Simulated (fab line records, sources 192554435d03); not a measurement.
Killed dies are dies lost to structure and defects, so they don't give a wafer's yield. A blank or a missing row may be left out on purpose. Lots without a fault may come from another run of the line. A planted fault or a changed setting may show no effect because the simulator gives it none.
fab line records | flow n5_finfet
record lots=10 wafers=26 last_day=19
route steps=1938 shown BEOL_M4@1111 BEOL_M11@1575 MIM_BOT_ETCH@1866 PASSIVATION@1929
lots that met no fault: from a run of the same line without faults
start_h: hours from the record's first day to the start of the lot's first wafer shown | wait_h: hours since the lot's step before | " the same as in the row above | L1.1+2: a row that stands for several wafers | - no value, or no start given | * or withheld: withheld | < > ~ a bound
route shown NAME@n: a module of which the file shows steps, and the number in the route of the first | usual: mean/standard deviation of fault-free wafers | same: alike in all rows | chamber/n: place in a boat | sites: the reading at each site | _std_site: their standard deviation | _edge_site: outer sites' mean less inner sites' | radius_mm: how far each site lies from the wafer's centre | mask NAME#n: copy n | behind: the tool/chamber that last shaped the wafer | hold: why the lot was held/for how many hours/how that ended | device: the transistor (n, p or np) that didn't switch | end of line: the same wafers' tests at the end of the route | a step without rows: its recipe alone | killed: dies lost to structure and defects at the first sort, not the wafer's yield | map: a wafer's dies, x killed, . not, _ none there
set.NAME: the setting as run; set.NAME@STEP: as run at that earlier step | model.NAME: the simulator's own value behind a step, which no gauge read
steps of the route over a sample of lots; a table a step, a row a wafer
services: from which hour (start_h, from the record's first day; less than 0 if before it) a tool's chamber was out of use, for how many hours, and why
## steps
# step N5_BEOL_M4_RC_MEAS_101
# usual DIBL_N=36.3/2.2 DIBL_P=36.0/2.4 IOFF_N=0.16/0.042 IOFF_P=0.22/0.041 ION_N=672/14 ION_P=462/7.9 SS_N=71.7/0.76 SS_P=73.3/0.72 VT_N=250/3.6 VT_P=-249/3
# columns lot.wafer tool chamber start_h wait_h DIBL_N[mV/V] DIBL_P[mV/V] IOFF_N[nA/um] IOFF_P[nA/um] ION_N[uA/um] ION_P[uA/um] SS_N[mV/dec] SS_P[mV/dec] VT_N[mV] VT_P[mV]
L607.1 prober-02 0 179.50 0.0 34.8 35.2 0.15 0.20 679 465 70.7 72.5 251 -251
L607.2 " 0 " " 38.0 37.8 0.21 0.26 687 464 72.2 74.1 248 -249
L607.5 " 0 " " 36.3 36.1 0.17 0.22 689 465 71.3 73.2 249 -251
L608.1 prober-01 0 180.50 0.0 34.9 34.5 0.14 0.20 668 463 72.2 73.3 249 -248
L608.2 " 0 " " 34.7 34.2 0.14 0.20 670 463 71.0 73.2 249 -250
L608.5 " 0 " " 34.9 34.7 0.15 0.20 678 467 71.4 73.4 247 -246
L617.2 prober-02 0 243.59 0.2 36.1 35.9 0.17 0.22 662 457 71.7 73.2 249 -250
L617.6 " 0 " " 36.4 36.5 0.17 0.23 650 448 72.5 73.4 250 -252
L620.3 prober-02 0 249.99 0.3 30.9 30.9 0.10 0.18 655 463 70.6 72.4 256 -248
L620.6 " 0 " " 33.5 34.2 0.14 0.22 668 464 70.8 72.4 252 -246
L618.4 prober-02 0 252.12 0.5 36.8 36.9 0.16 0.25 674 469 72.6 73.8 249 -247
L618.6 " 0 " " 35.8 34.2 0.12 0.20 643 445 72.1 73.2 255 -250
L622.2 prober-01 0 269.69 0.2 35.7 35.3 0.14 0.18 650 445 71.6 72.7 253 -252
L622.4 " 0 " " 37.2 37.2 0.17 0.20 662 460 72.2 73.2 250 -251
L624.3 prober-01 0 313.19 0.3 37.3 39.3 0.20 0.30 689 482 70.9 74.7 244 -241
L624.5 " 0 " " 38.0 39.8 0.21 0.31 692 476 72.5 74.0 245 -244
L624.6 " 0 " " 33.8 34.4 0.12 0.19 661 460 70.5 72.2 252 -249
L627.2 prober-01 0 316.66 0.2 39.2 37.0 0.23 0.21 668 447 74.3 73.7 251 -253
L627.5 " 0 " " 38.6 38.2 0.20 0.22 685 460 72.2 73.6 249 -251
L627.6 " 0 " " 38.5 37.3 0.20 0.21 688 454 72.5 73.6 250 -250
L628.1 prober-02 0 333.91 0.0 36.6 36.4 0.15 0.18 655 445 72.2 73.0 253 -253
L628.3 " 0 " " 34.5 35.3 0.13 0.18 664 459 70.8 72.3 251 -255
L628.6 " 0 " " 33.8 34.7 0.11 0.16 657 453 70.8 72.7 255 -252
L626.2 prober-01 0 342.46 0.6 33.2 34.8 0.14 0.19 674 468 70.5 72.9 251 -251
L626.3 " 0 " " 34.1 35.7 0.15 0.19 685 470 71.1 72.8 249 -251
L626.6 " 0 " " 33.4 34.9 0.14 0.20 672 465 71.2 72.7 250 -250
# step N5_BEOL_M11_VIA_ETCH_34
# recipe chemistry=C4F6/O2 target=SiCOH_lowk target_depth_a=1845 mask_material=SOC taper_deg=4 time_s=69.2 ion_energy_ev=250 pressure_mtorr=30 source_w=345 bias_w=185 Ar_flow_sccm=300 C4F6_flow_sccm=10 O2_flow_sccm=10
# usual drypump_motor_current_A=5.5/0.48 oes_product_au=0.77/0.068 rf_vpp_V=665/11 showerhead_plenum_p_Torr=2.86/0.067 throttle_valve_pct=20.96/0.16
# columns lot.wafer tool chamber start_h wait_h drypump_motor_current_A oes_product_au rf_hours_counter_h rf_vpp_V showerhead_plenum_p_Torr throttle_valve_pct
L607.1 rie_diel-06 0 236.72 0.0 4.9 0.68 247 655 2.82 20.75
L607.2 " 2 " " 5.8 0.74 178 671 2.82 21.14
L607.5 " 2 " " 5.8 0.74 - 670 2.82 21.15
L608.1 rie_diel-04 0 237.17 0.0 5.1 0.78 110 656 2.86 20.90
L608.2 " 2 " " 5.0 0.84 89 692 2.77 21.08
L608.5 " 2 " " 5.0 0.84 - 690 2.77 21.05
L617.2 rie_diel-04 3 306.02 0.0 5.3 0.67 89 652 2.89 20.91
L617.6 " 1 " " 6.1 0.61 - 667 2.94 20.85
L618.4 rie_diel-04 1 309.94 0.0 6.1 0.72 206 665 2.94 20.89
L618.6 " 0 " " 5.1 0.65 - 657 2.85 20.89
L620.3 rie_diel-04 2 314.95 0.0 4.9 0.82 113 692 2.76 21.12
L620.6 " 0 " " 5.2 0.64 - 658 2.85 20.89
L622.2 rie_diel-02 1 329.43 0.0 5.7 0.75 184 660 2.81 20.78
L622.4 " 2 " " 6.4 0.86 51 670 2.92 21.00
L624.3 rie_diel-04 2 378.44 0.0 5.0 0.80 130 692 2.75 21.13
L624.5 " 3 " " 5.3 0.77 - 652 2.88 21.00
L624.6 " 2 " " 5.0 0.80 - 691 2.75 21.14
L627.2 rie_diel-04 1 388.44 0.0 6.1 0.70 226 666 2.93 20.93
L627.5 " 0 " " 5.1 0.74 - 656 2.84 20.97
L627.6 " 1 " " 6.2 0.71 - 667 2.93 20.93
L628.1 rie_diel-04 2 410.75 0.0 5.0 0.80 139 692 2.75 21.15
L628.3 " 2 " " 5.0 0.79 - 694 2.75 21.15
L628.6 " 2 " " 5.0 0.79 - 692 2.75 21.13
L626.2 rie_diel-02 1 420.42 0.0 5.7 0.74 207 658 2.80 20.81
L626.3 " 2 " " 6.3 0.83 75 671 2.91 21.03
L626.6 " 0 " " 5.3 0.92 - 660 2.78 20.73
# step N5_MIM_BOT_ETCH_ETCH_04
# recipe chemistry=CF4/O2 target=SiNx target_depth_a=260 time_s=13 ion_energy_ev=100 pressure_mtorr=40 source_w=535 bias_w=49 Ar_flow_sccm=100 cf4_flow_sccm=100 O2_flow_sccm=10
# usual drypump_motor_current_A=5.8/0.38 oes_product_au=0.83/0.089 rf_vpp_V=240/5 showerhead_plenum_p_Torr=2.24/0.085 throttle_valve_pct=15.90/0.26
# columns lot.wafer tool chamber start_h wait_h drypump_motor_current_A oes_product_au rf_hours_counter_h rf_vpp_V showerhead_plenum_p_Torr throttle_valve_pct
L607.1 rie_diel-05 2 267.34 0.0 6.1 0.71 211 246 2.26 16.23
L607.2 " 0 " " 6.1 0.93 15 236 2.34 15.56
L607.5 " 1 " " 5.5 0.98 - 236 2.17 15.77
L608.1 rie_diel-05 2 270.71 0.0 6.1 0.70 212 247 2.26 16.28
L608.2 " 0 " " 6.1 0.92 16 236 2.34 15.57
L608.5 " 3 " " 6.1 0.70 - 232 2.09 16.10
L618.4 rie_diel-01 1 342.16 0.0 6.1 0.81 94 247 2.22 15.78
L620.3 rie_diel-05 1 350.50 0.0 5.5 0.87 28 236 2.16 15.84
L622.2 rie_diel-05 3 364.91 0.0 6.1 0.95 13 236 2.34 15.68
L622.4 " 1 " " 5.5 0.85 32 235 2.16 15.84
L624.3 rie_diel-05 3 412.10 0.0 6.1 0.92 26 235 2.33 15.70
L624.5 " 2 " " 6.1 0.96 - 246 2.25 15.81
L624.6 " 1 " " 5.5 0.83 - 234 2.15 15.87
L627.2 rie_diel-05 3 427.39 0.0 6.1 0.91 30 235 2.33 15.71
L627.5 " 2 " " 6.1 0.94 - 246 2.25 15.82
L627.6 " 3 " " 6.1 0.91 - 236 2.33 15.70
L628.1 rie_diel-01 2 450.92 0.0 5.5 0.78 129 246 2.21 15.95
L628.3 " 0 " " 5.2 0.70 189 245 2.28 16.14
L628.6 " 2 " " 5.5 0.78 - 246 2.21 15.92
L626.2 rie_diel-05 1 456.06 0.0 5.5 0.80 61 236 2.15 15.89
L626.3 " 0 " " 6.1 0.83 76 236 2.32 15.65
L626.6 " 3 " " 6.1 0.89 - 235 2.33 15.74
# step N5_MIM_BOT_ETCH_ETCH_03
# recipe chemistry=Cl2/BCl3 target_depth_a=120 pressure_mtorr=8 icp_w=800 bias_w=100 Cl2_flow_sccm=20 bcl3_flow_sccm=80
# usual drypump_motor_current_A=6.00/0.28 oes_product_au=0.79/0.094 throttle_valve_pct=27.45/0.22
# columns lot.wafer tool chamber start_h wait_h drypump_motor_current_A oes_product_au rf_hours_counter_h throttle_valve_pct
L607.1 rie_metal-02 1 267.43 0.1 6.29 0.65 102 27.24
L607.2 " 0 " " 5.63 0.87 18 27.57
L607.5 " 1 " " 6.28 0.64 - 27.25
L608.1 rie_metal-01 1 270.80 0.1 6.39 0.70 66 27.16
L608.2 " 0 " " 5.98 0.91 9 27.61
L608.5 " 0 " " 5.96 0.90 - 27.61
L618.4 rie_metal-03 0 342.27 0.1 5.86 0.79 - 27.72
L620.3 rie_metal-03 0 350.62 0.1 5.83 0.79 - 27.72
L622.2 rie_metal-02 0 365.03 0.1 5.62 0.84 - 27.57
L622.4 " 0 " " 5.63 0.84 - 27.59
L624.3 rie_metal-03 1 412.23 0.1 5.95 0.85 - 27.48
L624.5 " 1 " " 5.95 0.85 - 27.48
L624.6 " 0 " " 5.84 0.78 - 27.71
L627.2 rie_metal-02 1 427.48 0.1 6.31 0.92 4 26.69
L627.5 " 1 " " 6.29 0.92 - 26.70
L627.6 " 0 " " 5.63 0.83 - 27.58
L628.1 rie_metal-03 1 451.02 0.1 5.99 0.83 21 27.49
L628.3 " 1 " " 5.96 0.83 - 27.47
L628.6 " 1 " " 5.97 0.83 - 27.49
L626.2 rie_metal-01 1 456.15 0.1 6.38 0.67 82 27.21
L626.3 " 1 " " 6.39 0.66 - 27.19
L626.6 " 0 " " 5.95 0.83 - 27.65
# step N5_PASSIVATION_PASS_ETCH_47
# recipe chemistry=CF4/O2 target=SiNx target_depth_a=7700 time_s=385 ion_energy_ev=100 pressure_mtorr=40 source_w=535 bias_w=49 Ar_flow_sccm=100 cf4_flow_sccm=100 O2_flow_sccm=10
# usual drypump_motor_current_A=5.7/0.4 oes_product_au=0.82/0.084 rf_vpp_V=240/4.5 showerhead_plenum_p_Torr=2.24/0.079 throttle_valve_pct=15.82/0.27
# columns lot.wafer tool chamber start_h wait_h drypump_motor_current_A oes_product_au rf_hours_counter_h rf_vpp_V showerhead_plenum_p_Torr throttle_valve_pct
L607.1 rie_diel-03 0 274.56 0.0 6.2 0.67 241 246 2.27 16.23
L607.2 " 3 " " 5.1 0.69 227 241 2.10 16.25
L607.5 " 0 " " 6.2 0.67 - 245 2.27 16.24
L608.1 rie_diel-05 0 276.16 0.0 6.1 0.91 17 235 2.34 15.44
L608.2 " 1 " " 5.5 0.94 3 236 2.17 15.66
L608.5 " 0 " " 6.1 0.91 - 237 2.34 15.43
L618.4 rie_diel-05 2 348.39 0.0 6.1 0.69 241 245 2.25 16.19
L620.3 rie_diel-03 3 359.29 0.0 5.1 0.97 3 243 2.35 15.79
L622.2 rie_diel-01 3 375.18 0.0 5.7 0.83 73 239 2.34 16.24
L622.4 " 0 " " 5.1 0.74 164 246 2.29 15.97
L624.3 rie_diel-01 3 418.06 0.0 5.7 0.81 86 237 2.33 16.27
L624.5 " 1 " " 6.1 0.79 - 246 2.21 15.69
L624.6 " 2 " " 5.5 0.79 - 247 2.21 15.78
L627.2 rie_diel-05 0 434.67 0.0 6.1 0.82 71 237 2.32 15.55
L627.5 " 2 " " 6.1 0.93 - 247 2.25 15.70
L627.6 " 3 " " 6.1 0.90 - 235 2.33 15.58
L628.1 rie_diel-03 0 458.53 0.0 6.2 0.87 40 242 2.25 15.83
L628.3 " 1 " " 6.1 0.83 86 238 2.14 15.45
L628.6 " 1 " " 6.1 0.83 - 237 2.14 15.44
L626.2 rie_diel-01 3 463.49 0.0 5.7 0.78 102 235 2.33 16.31
L626.3 " 0 " " 5.2 0.71 194 245 2.28 16.04
L626.6 " 2 " " 5.5 0.78 - 246 2.21 15.82
# step N5_PASSIVATION_PROBE_49
# usual defect_limited_yield=91.3/1.7 killed_at_M0_to_M3=33/9.9 killed_at_M4_up=14/6.4 killed_at_contacts=12/7 killed_at_front_end=41/13 killed_at_other=3.1/2.9 killed_dies=103/20 killed_on_rim=13/4 killed_open=67/14 killed_short=34/9.4 sort_bin_5_function=5.1/1.1 sort_bin_6_memory=3.2/0.79 sort_bin_8_speed=0.02/0.15 sort_n_pass=1077/21 sort_yield_pct=91.2/1.7
# same gross_dies=1180 killed_at_back_side=0 sort_bin_4_leakage[%]=0
# columns lot.wafer tool chamber start_h wait_h defect_limited_yield[%] killed_at_M0_to_M3 killed_at_M4_up killed_at_contacts killed_at_front_end killed_at_other killed_dies killed_on_rim killed_open killed_short sort_bin_5_function[%] sort_bin_6_memory[%] sort_bin_8_speed[%] sort_n_pass sort_yield_pct[%]
L607.1 prober-01 - 277.56 0.0 91.4 22 17 14 48 0 101 14 64 33 4.2 3.8 0 1079 91.4
L607.2 prober-01 - 277.61 0.1 91.4 25 12 9 56 0 102 13 67 35 5.8 2.5 0 1078 91.4
L607.5 prober-01 - 277.76 0.2 90.3 26 9 17 62 1 115 9 65 49 6.5 2.5 0 1065 90.3
L608.1 prober-02 - 279.17 0.0 92.7 28 11 12 32 3 86 14 62 23 4.4 2.5 0.08 1094 92.7
L608.2 prober-02 - 279.22 0.1 89.9 48 14 2 51 4 119 8 78 41 6.0 3.9 0 1061 89.9
L608.5 prober-02 - 279.37 0.2 92.8 27 9 12 35 2 85 14 59 23 4.9 2.1 0 1095 92.8
L617.2 prober-01 - 345.50 0.1 3.8 46 1005 29 53 2 1135 130 123 34 91.1 4.9 0 45 3.8
L617.6 prober-01 - 345.70 0.3 0.8 32 1090 21 22 6 1171 146 74 28 95.7 3.2 0 9 0.8
L618.4 prober-02 - 351.55 0.2 90.8 41 17 17 33 1 109 12 78 30 5.4 3.6 0.08 1071 90.8
L618.6 prober-02 - 351.65 0.3 15.8 43 913 12 24 1 993 151 59 30 81.3 2.8 0 187 15.8
L620.3 prober-01 - 362.41 0.1 94.2 22 18 11 14 3 68 6 51 16 4.0 1.7 0 1112 94.2
L620.6 prober-01 - 362.56 0.3 6.4 14 1043 10 33 5 1105 152 59 26 90.3 3.0 0 75 6.4
L622.2 prober-02 - 378.25 0.1 91.5 34 14 16 34 2 100 13 70 28 4.7 3.6 0 1080 91.5
L622.4 prober-02 - 378.35 0.2 90.6 34 16 7 44 10 111 14 69 38 5.0 3.9 0 1069 90.6
L624.3 prober-02 - 421.18 0.1 93.9 27 14 3 23 5 72 12 48 22 3.8 2.0 0 1108 93.9
L624.5 prober-02 - 421.28 0.2 92.8 33 12 4 34 2 85 5 59 25 4.0 3.1 0 1095 92.8
L624.6 prober-02 - 421.33 0.3 90.9 40 20 6 40 1 107 12 60 47 6.1 2.8 0 1073 90.9
L626.2 prober-01 - 467.45 0.1 89.1 25 24 6 73 1 129 13 89 40 6.7 3.7 0 1051 89.1
L626.3 prober-01 - 467.50 0.1 90.3 36 29 7 42 0 114 18 92 21 6.4 3.1 0 1066 90.3
L626.6 prober-01 - 467.65 0.3 89.8 43 19 5 53 0 120 13 92 28 5.8 4.1 0 1060 89.8
# killed by level:class
L607.1 FIN_SAQP:geometric_particle:open=11 MOL_CONTACT_COAG:geometric_particle:open=11 GATE_CUT:geometric_particle:short=9 FIN_SAQP:geometric_particle:short=8 BEOL_M0_SAQP:geometric_particle:open=8 BEOL_M4:geometric_particle:open=7 GATE_CUT:geometric_particle:open=5 BEOL_M0_SAQP:geometric_particle:short=4
L607.2 FIN_SAQP:geometric_particle:short=13 FIN_SAQP:geometric_particle:open=11 STI_FIN_REVEAL:geometric_particle:open=8 MOL_CONTACT_COAG:geometric_particle:open=8 BEOL_M2:geometric_particle:open=8 BEOL_M4:geometric_particle:open=6 BEOL_M3:geometric_particle:open=5 DUMMY_GATE:geometric_particle:open=4
L607.5 FIN_SAQP:geometric_particle:short=18 MOL_CONTACT_COAG:geometric_particle:open=13 FIN_SAQP:geometric_particle:open=9 BEOL_M3:geometric_particle:open=9 GATE_CUT:geometric_particle:short=8 BEOL_M2:geometric_particle:open=5 STARTING-WAFER:geometric_particle:short=5 MOL_CONTACT_COAG:geometric_particle:short=4
L608.1 MOL_CONTACT_COAG:geometric_particle:open=11 GATE_CUT:geometric_particle:short=8 STI_FIN_REVEAL:geometric_particle:open=6 BEOL_M2:geometric_particle:open=6 GATE_CUT:geometric_particle:open=5 BEOL_M0_SAQP:geometric_particle:short=5 BEOL_M0_SAQP:geometric_particle:open=5 FIN_SAQP:geometric_particle:open=4
L608.2 STI_FIN_REVEAL:geometric_particle:open=23 BEOL_M0_SAQP:geometric_particle:open=15 BEOL_M0_SAQP:geometric_particle:short=11 STI_FIN_REVEAL:geometric_particle:short=7 BEOL_M1:geometric_particle:open=6 BEOL_M4:geometric_particle:open=6 GATE_CUT:geometric_particle:short=5 FIN_SAQP:geometric_particle:short=4
L608.5 STI_FIN_REVEAL:geometric_particle:open=17 MOL_CONTACT_COAG:geometric_particle:open=8 BEOL_M0_SAQP:geometric_particle:open=7 BEOL_M0_SAQP:geometric_particle:short=5 GATE_CUT:geometric_particle:short=4 MOL_CONTACT_COAG:geometric_particle:short=4 BEOL_M1:geometric_particle:open=4 FIN_SAQP:geometric_particle:open=3
L617.2 BEOL_M11:area_etch=976 MOL_CONTACT_COAG:geometric_particle:open=24 BEOL_M4:geometric_particle:open=16 BEOL_M1:geometric_particle:open=16 FIN_SAQP:geometric_particle:open=12 BEOL_M3:geometric_particle:open=12 STI_FIN_REVEAL:geometric_particle:open=9 DUMMY_GATE:geometric_particle:open=7
L617.6 BEOL_M11:area_etch=1065 MOL_CONTACT_COAG:geometric_particle:open=17 BEOL_M4:geometric_particle:open=10 BEOL_M3:geometric_particle:open=9 BEOL_M2:geometric_particle:open=7 FIN_SAQP:geometric_particle:short=5 FIN_SAQP:geometric_particle:open=5 BEOL_M3:geometric_particle:short=5
L618.4 MOL_CONTACT_COAG:geometric_particle:open=16 BEOL_M2:geometric_particle:open=13 BEOL_M4:geometric_particle:open=10 BEOL_M0_SAQP:geometric_particle:open=9 STARTING-WAFER:geometric_particle:short=6 FIN_SAQP:geometric_particle:short=5 BEOL_M0_SAQP:geometric_particle:short=5 BEOL_M1:geometric_particle:open=5
L618.6 BEOL_M11:area_etch=903 BEOL_M1:geometric_particle:open=18 BEOL_M2:geometric_particle:open=9 FIN_SAQP:geometric_particle:open=7 FIN_SAQP:geometric_particle:short=7 BEOL_M0_SAQP:geometric_particle:short=7 MOL_CONTACT_COAG:geometric_particle:short=6 MOL_CONTACT_COAG:geometric_particle:open=6
L620.3 MOL_CONTACT_COAG:geometric_particle:open=9 BEOL_M1:geometric_particle:open=7 BEOL_M5:geometric_particle:open=6 FIN_SAQP:geometric_particle:open=5 BEOL_M4:geometric_particle:open=5 BEOL_M0_SAQP:geometric_particle:short=4 DUMMY_GATE:geometric_particle:open=3 BEOL_M0_SAQP:geometric_particle:open=3
L620.6 BEOL_M11:area_etch=1020 MOL_CONTACT_COAG:geometric_particle:open=10 BEOL_M4:geometric_particle:open=7 FIN_SAQP:geometric_particle:short=6 STI_FIN_REVEAL:geometric_particle:open=6 BEOL_M0_SAQP:geometric_particle:open=5 BEOL_M0_SAQP:geometric_particle:short=5 BEOL_M5:geometric_particle:open=5
L622.2 MOL_CONTACT_COAG:geometric_particle:open=14 BEOL_M3:geometric_particle:open=9 STI_FIN_REVEAL:geometric_particle:open=9 BEOL_M0_SAQP:geometric_particle:short=7 BEOL_M0_SAQP:geometric_particle:open=6 BEOL_M4:geometric_particle:open=6 FIN_SAQP:geometric_particle:open=5 FIN_SAQP:geometric_particle:short=4
L622.4 FIN_SAQP:geometric_particle:short=15 BEOL_M0_SAQP:geometric_particle:open=10 FIN_SAQP:geometric_particle:open=7 STI_FIN_REVEAL:geometric_particle:open=7 MOL_CONTACT_COAG:geometric_particle:open=7 BEOL_M0_SAQP:geometric_particle:short=7 BEOL_M4:geometric_particle:open=7 BEOL_M3:geometric_particle:open=6
L624.3 BEOL_M3:geometric_particle:open=9 BEOL_M4:geometric_particle:open=7 FIN_SAQP:geometric_particle:short=6 BEOL_M2:geometric_particle:open=5 DUMMY_GATE:geometric_particle:open=4 BEOL_M0:geometric_particle:open=4 BEOL_M1:geometric_particle:open=4 MOL_CONTACT_COAG:geometric_particle:open=3
L624.5 BEOL_M3:geometric_particle:open=11 FIN_SAQP:geometric_particle:open=10 BEOL_M2:geometric_particle:open=7 FIN_SAQP:geometric_particle:short=6 DUMMY_GATE:geometric_particle:open=5 BEOL_M5:geometric_particle:open=5 MOL_CONTACT_COAG:geometric_particle:open=4 BEOL_M1:geometric_particle:open=4
L624.6 GATE_CUT:geometric_particle:short=13 BEOL_M0_SAQP:geometric_particle:short=8 BEOL_M2:geometric_particle:open=8 BEOL_M4:geometric_particle:open=7 BEOL_M3:geometric_particle:open=7 BEOL_M1:geometric_particle:open=6 BEOL_M3:geometric_particle:short=6 FIN_SAQP:geometric_particle:open=5
L626.2 STI_FIN_REVEAL:geometric_particle:open=42 BEOL_M4:geometric_particle:open=12 STI_FIN_REVEAL:geometric_particle:short=7 GATE_CUT:geometric_particle:short=7 MOL_CONTACT_COAG:geometric_particle:open=6 BEOL_M1:geometric_particle:open=6 BEOL_M4:geometric_particle:short=6 BEOL_M5:geometric_particle:open=6
L626.3 STI_FIN_REVEAL:geometric_particle:open=24 BEOL_M3:geometric_particle:open=10 BEOL_M4:geometric_particle:open=10 BEOL_M5:geometric_particle:open=9 BEOL_M1:geometric_particle:open=7 MOL_CONTACT_COAG:geometric_particle:open=5 BEOL_M3:geometric_particle:short=5 BEOL_M6:geometric_particle:open=5
L626.6 STI_FIN_REVEAL:geometric_particle:open=31 BEOL_M0_SAQP:geometric_particle:open=14 BEOL_M4:geometric_particle:open=11 BEOL_M3:geometric_particle:open=10 BEOL_M0_SAQP:geometric_particle:short=8 STI_FIN_REVEAL:geometric_particle:short=4 BEOL_M3:geometric_particle:short=4 BEOL_M5:geometric_particle:open=4
## services
# columns tool chamber start_h hours kind
rie_diel-01 - 216.73 1.2 repair
rie_metal-02 - 221.84 2.8 pm
rie_metal-03 - 230.33 0.4 repair
rie_diel-05 1 237.91 6.5 repair
rie_diel-03 0 258.93 7.9 repair
rie_diel-03 1 266.71 8.6 repair
rie_diel-03 1 289.50 8.2 repair
rie_diel-05 1 308.63 4.9 repair
rie_diel-03 2 309.62 9.7 repair
rie_metal-02 - 314.27 1.4 pm
rie_diel-05 1 329.31 1.2 repair
rie_diel-04 3 342.35 3.4 repair
rie_diel-04 0 359.94 1.7 repair
rie_metal-02 0 386.39 3.0 repair
rie_diel-04 3 395.94 23.0 repair
rie_diel-04 - 403.75 0.9 repair
rie_diel-04 0 409.11 3.8 repair
rie_diel-03 0 412.68 1.7 repair
rie_diel-04 - 413.19 2.8 pm
rie_diel-03 - 415.85 0.5 repair
rie_diel-03 0 418.15 8.2 repair
rie_diel-04 2 426.35 1.6 repair
rie_diel-05 0 440.84 9.2 repair
rie_diel-04 3 452.49 11.0 repair
## key
first_sign step=N5_BEOL_M11_VIA_ETCH_34 reading=oes_product_au direction=down sigmas=1.9 usual=0.77 struck=0.64
effect step=N5_PASSIVATION_PROBE_49 reading=killed_at_M4_up direction=up sigmas=99+ usual=14 struck=1013
more_kills_born_at N5_BEOL_M11_VIA_ETCH_34@rie_diel-04=3964
met_at N5_BEOL_M11_VIA_ETCH_34
struck_lots L617,L618,L620
struck_wafers L617.2,L617.6,L618.6,L620.6
later_rows_left_out L617.2,L617.6,L618.6,L620.6
not_acting_at N5_MIM_BOT_ETCH_ETCH_04,N5_MIM_BOT_ETCH_ETCH_03,N5_PASSIVATION_PASS_ETCH_47
onset_between 237.17 306.02
fault kind=process_parameter_drift tool=rie_diel-04 chamber=- onset_h=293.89 steps=N5_BEOL_M11_VIA_ETCH_34 channel=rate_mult offset=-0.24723 shape=step end_h=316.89 scope=struck_wafers_only
# later_rows_left_out: the simulator's readings of these wafers behind a module that went badly wrong aren't trusted and aren't shown, but for the sort
